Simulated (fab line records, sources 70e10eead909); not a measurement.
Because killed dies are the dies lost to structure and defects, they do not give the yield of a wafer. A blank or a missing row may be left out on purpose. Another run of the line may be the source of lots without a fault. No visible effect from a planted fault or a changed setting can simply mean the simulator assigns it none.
fab line records | flow nand-harc
record lots=5 wafers=15 last-day=33
route steps=1302 shown A_WL_FILL@960
lots that met no fault: from a run of the same line without faults
start-h: hours from the record's first day to the start of the lot's first wafer shown | wait-h: time in hours since the lot's previous step | " repeats the value in the row above | L1.1+2: one row covering several wafers at once | - no value, or no start given | * or withheld: withheld | < > ~ a bound
route shown NAME@n: names a module that has steps shown in the file, with the first one's number in the route | usual: mean and standard deviation over wafers with no fault | same: alike in all rows | chamber/n: place in a boat | sites: per-site readings | _std_site: the standard deviation of these | _edge_site: inner sites' mean taken away from outer sites' mean | radius-mm: for every site, how far away it sits from the centre of the wafer | mask NAME#n: copy n | behind: the last tool/chamber to shape the wafer | hold: why the lot was held/for how many hours/how that ended | device: whichever transistor did not switch (one of n, p or np) | end of line: the same wafers' tests at the end of the route | where a step has no rows: the recipe by itself | killed: dies lost to structure and defects at the first sort, not the wafer's yield | map: a wafer's dies, marking killed ones x, the rest . and places with no die _
set.NAME: the run value of the setting; set.NAME@STEP: its run value at that earlier step | model.NAME: the simulator's own value behind a step, which no gauge read
a table for each step, a row for each wafer; lots at some steps of the route
services: when a tool's chamber went out of use (start-h, in hours from the record's first day, below 0 if earlier), for how many hours, and the reason
## steps
# step NHARC_A_WL_FILL_STRIP_28
# recipe time-s=1200 temp-c=72.5 chemistry=post-etch-residue-remover
# step NHARC_A_WL_FILL_PRECLEAN_06
# recipe time-s=300 chemistry=DIW
# step NHARC_A_WL_FILL_SRD_07
# step NHARC_A_WL_FILL_ANNEAL_08
# recipe temp-c=450 time-s=1800
# step NHARC_A_WL_FILL_ALD_10
# recipe target-thk-a=500 pulse-time-s=10 ald-cycles=500 temp-c=300 material=SiO2
# usual heater-power-w=486/60 precursor-pulse-height-rel=0.999/0.02
# columns lot.wafer tool chamber start-h wait-h heater-power-w precursor-pulse-height-rel
L480.2 ald-hk-04 1 517.08 0.1 484 1.010
L480.6 " 1 519.17 2.1 489 0.987
L480.5 " 2 " " 472 1.021
L488.2 ald-hk-01 3 577.48 0.6 438 1.012
L488.3 " 0 " " 534 1.023
L488.1 " 1 " " 591 1.020
L494.4 ald-hk-04 1 644.00 1.1 489 1.010
L494.2 " 2 " " 448 1.018
L494.6 " 3 " " 342 1.015
L500.1 ald-hk-03 3 692.29 1.6 470 1.018
L500.5 " 0 " " 528 0.971
L500.6 " 1 " " 600 0.974
L499.3 ald-hk-04 1 699.35 0.6 493 1.011
L499.4 " 2 " " 452 1.017
L499.6 " 1 701.41 2.6 480 0.992
# step NHARC_A_WL_FILL_ETCHBACK_16
# recipe target-depth-a=1200 time-s=24 c4f8-flow-sccm=withheld o2-flow-sccm=8 ar-flow-sccm=withheld rf-w=600 bias-w=800 chemistry=C4F8/O2/Ar
# usual oes-product-au=0.97/0.035 rf-vpp-V=723/4.5 run-length-s=45.3/0.39
# columns lot.wafer tool chamber start-h wait-h oes-product-au rf-hours-counter-h rf-vpp-V run-length-s
L480.2 rie-diel-04 0 - - 0.91 4.4 725 45.4
L480.6 " 0 " " 0.91 - 724 45.5
L480.5 " 1 " " 0.93 - 724 44.9
L488.2 rie-diel-06 1 - - 1.00 2.4 719 45.0
L488.3 " 3 " " 0.98 2.1 731 44.8
L488.1 " 0 " " 1.02 2.3 719 45.4
L494.4 rie-diel-06 3 - - 0.94 5.0 730 44.8
L494.2 " 0 " " 0.94 5.0 720 45.4
L494.6 " 3 " " 0.92 - 732 44.6
L500.1 rie-diel-06 1 - - 0.92 1.0 720 45.3
L500.5 " 0 " " 0.94 - 719 45.3
L500.6 " 1 " " 0.93 - 717 45.2
L499.3 rie-diel-04 1 - - 0.98 3.6 723 44.7
L499.4 " 3 " " 0.99 3.7 728 46.0
L499.6 " 2 " " 0.99 - 727 45.7
# step NHARC_A_WL_FILL_STRIP_29
# recipe time-s=20 o2-flow-sccm=500 ar-flow-sccm=0 bias-w=0 chemistry=O2
# usual drypump-motor-current-A=5.7/0.38 oes-product-au=1.001/0.013 rf-vpp-V=57.8/1 showerhead-plenum-p-Torr=3.52/0.15 throttle-valve-pct=17.037/0.0095
# columns lot.wafer tool chamber start-h wait-h drypump-motor-current-A oes-product-au rf-hours-counter-h rf-vpp-V showerhead-plenum-p-Torr throttle-valve-pct
L480.2 rie-diel-04 3 521.86 0.1 5.6 0.993 4.0 58.6 3.65 17.036
L480.5 " 1 " " 6.4 1.006 - 58.8 3.55 17.051
L480.6 " 2 " " 5.3 1.024 - 57.9 3.66 17.042
L488.2 rie-diel-06 1 581.73 0.1 5.8 1.003 2.4 56.5 3.36 17.027
L488.1 " 3 " " 5.2 0.992 2.2 58.8 3.79 17.042
L488.3 " 0 " " 6.0 1.025 2.3 58.0 3.41 17.037
L494.2 rie-diel-06 0 647.69 0.1 6.0 1.015 5.0 57.4 3.41 17.039
L494.4 " 1 " " 5.9 1.009 5.1 58.6 3.36 17.026
L494.6 " 0 " " 6.0 1.027 - 56.7 3.41 17.030
L500.1 rie-diel-06 2 695.48 0.1 5.6 1.002 0.9 57.5 3.40 17.049
L500.5 " 1 " " 5.8 0.996 - 56.9 3.36 17.033
L500.6 " 2 " " 5.6 0.999 - 56.9 3.40 17.036
L499.4 rie-diel-04 2 703.58 0.1 5.3 0.998 4.1 56.9 3.66 17.027
L499.3 " 3 " " 5.6 0.994 3.7 58.2 3.65 17.034
L499.6 " 3 " " 5.6 0.990 - 58.0 3.65 17.039
# step NHARC_A_WL_FILL_ETCHBACK_17
# recipe target-depth-a=40 time-s=26.7 chemistry=Cl2/BCl3
# usual drypump-motor-current-A=5.5/0.43 oes-product-au=1.004/0.011 run-length-s=47.9/0.48
# columns lot.wafer tool chamber start-h wait-h drypump-motor-current-A oes-product-au rf-hours-counter-h run-length-s
L480.2 rie-metal-02 0 521.94 - 5.8 0.988 1.2 47.3
L480.5 " 0 " " 5.8 0.976 - 47.7
L480.6 " 1 " " 5.9 0.990 - 48.5
L488.1 rie-metal-03 0 581.83 - 5.2 1.007 1.2 48.1
L488.2 " 0 " " 5.2 1.013 - 48.2
L488.3 " 0 " " 5.2 1.008 - 47.9
L494.2 rie-metal-03 0 647.81 - 5.2 0.992 - 48.3
L494.4 " 0 " " 5.2 0.999 - 48.1
L494.6 " 0 " " 5.2 0.995 - 47.9
L500.1 rie-metal-03 0 695.58 - 5.2 1.011 4.2 48.1
L500.5 " 1 " " 5.4 0.996 - 48.1
L500.6 " 0 " " 5.2 1.003 - 48.6
L499.4 rie-metal-01 0 703.70 - 4.9 1.005 - 47.1
L499.3 " 1 " " 6.0 0.997 - 48.1
L499.6 " 0 " " 4.9 1.007 - 47.4
# step NHARC_A_WL_FILL_PRECLEAN_18
# recipe time-s=30 chemistry=dHF
# step NHARC_A_WL_FILL_SRD_21
# step NHARC_A_WL_FILL_CVD_23
# recipe target-thk-a=400 temp-c=620 pressure-mtorr=200 time-s=800 material=poly-Si
# step NHARC_A_WL_FILL_ETCHBACK_26
# recipe target-depth-a=520 time-s=13.3 hbr-flow-sccm=150 rf-w=350 icp-w=350 bias-w=60 chemistry=HBr
# usual drypump-motor-current-A=6.1/0.43 hbr-flow-sccm=150.1/0.44 oes-product-au=1.005/0.013 run-length-s=34.3/0.37 throttle-valve-pct=23.266/0.01
# columns lot.wafer tool chamber start-h wait-h drypump-motor-current-A hbr-flow-sccm oes-product-au rf-hours-counter-h run-length-s throttle-valve-pct
L480.2 rie-si-03 0 527.11 0.4 6.4 149.8 0.994 0.79 34.3 23.244
L480.5 " 2 " " 5.8 150.4 0.977 - 34.1 23.267
L480.6 " 3 " " 6.1 150.1 1.007 - 34.3 23.275
L488.3 rie-si-02 2 587.20 0.4 5.9 150.3 1.000 0.79 33.8 23.256
L488.2 " 3 " " 6.6 150.0 1.018 0.80 34.3 23.264
L488.1 " 0 " " 5.0 150.0 0.997 0.80 34.9 23.270
L494.2 rie-si-03 1 653.07 0.4 6.1 150.4 1.019 0.46 34.1 23.250
L494.4 " 2 " " 5.8 150.0 1.013 0.38 34.0 23.254
L494.6 " 0 " " 6.4 150.2 1.013 - 28.5 23.268
L500.1 rie-si-02 2 700.85 0.4 5.9 149.3 1.005 0.40 33.5 23.275
L500.5 " 1 " " 6.3 149.9 0.997 - 34.1 23.244
L500.6 " 0 " " 5.0 150.1 1.025 - 34.5 23.266
L499.3 rie-si-05 3 708.90 0.4 6.1 149.8 1.017 0.24 34.5 23.260
L499.4 " 1 " " 5.6 149.6 1.001 0.28 34.9 23.264
L499.6 " 2 " " 6.3 150.1 1.001 - 34.6 23.271
# step NHARC_A_WL_FILL_PRECLEAN_30
# recipe time-s=10 chemistry=dHF
## services
# columns tool chamber start-h hours kind
rie-diel-06 - 500.15 0.2 repair
rie-si-03 1 503.92 8.9 repair
rie-si-02 - 514.19 0.5 repair
rie-metal-03 - 519.00 9.0 pm
rie-diel-04 2 522.40 8.5 repair
rie-diel-06 3 523.35 2.8 repair
rie-si-02 1 526.83 35.3 repair
rie-diel-04 - 531.90 9.0 pm
rie-si-03 0 538.42 12.2 repair
rie-diel-06 2 540.74 62.7 repair
rie-si-03 3 543.76 7.4 repair
rie-diel-06 3 545.33 2.2 repair
ald-hk-04 - 551.49 1.9 repair
rie-si-03 - 575.00 9.0 pm
rie-metal-03 1 579.23 79.4 repair
rie-diel-04 0 585.59 14.8 repair
rie-si-02 2 613.10 1.9 repair
ald-hk-04 - 615.30 10.0 pm
rie-si-02 - 631.00 9.0 pm
rie-diel-04 1 635.89 5.9 repair
rie-diel-06 - 661.24 9.0 pm
rie-metal-03 - 696.00 9.0 pm
rie-si-02 3 699.22 2.1 repair
rie-diel-04 - 708.90 9.0 pm
## key
first-sign step=NHARC_A_WL_FILL_ETCHBACK_26 reading=run-length-s direction=down sigmas=16 usual=* struck=*
effect none on later readings
met-at NHARC_A_WL_FILL_ETCHBACK_26
struck-wafers L494.6
sort-left-out L494.6
tester-left-out L494
onset-between 527.11 653.07
fault kind=process-parameter-drift tool=rie-si-03 chamber=0 onset-h=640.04 steps=NHARC_A_WL_FILL_ETCHBACK_26 channel=time-s offset=* shape=step end-h=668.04 acts-in=* stated=*
# tester-left-out: of these lots the tester's yield and bins aren't shown, on N5 and GAA mostly nor the transistor test; their killed dies are dies lost to structure and defects alone, not to doping, threshold or leakage, so they don't give the yield
# sort-left-out: the simulated sort isn't trusted on such a fault, so these wafers' sort isn't shown, and their yield isn't known
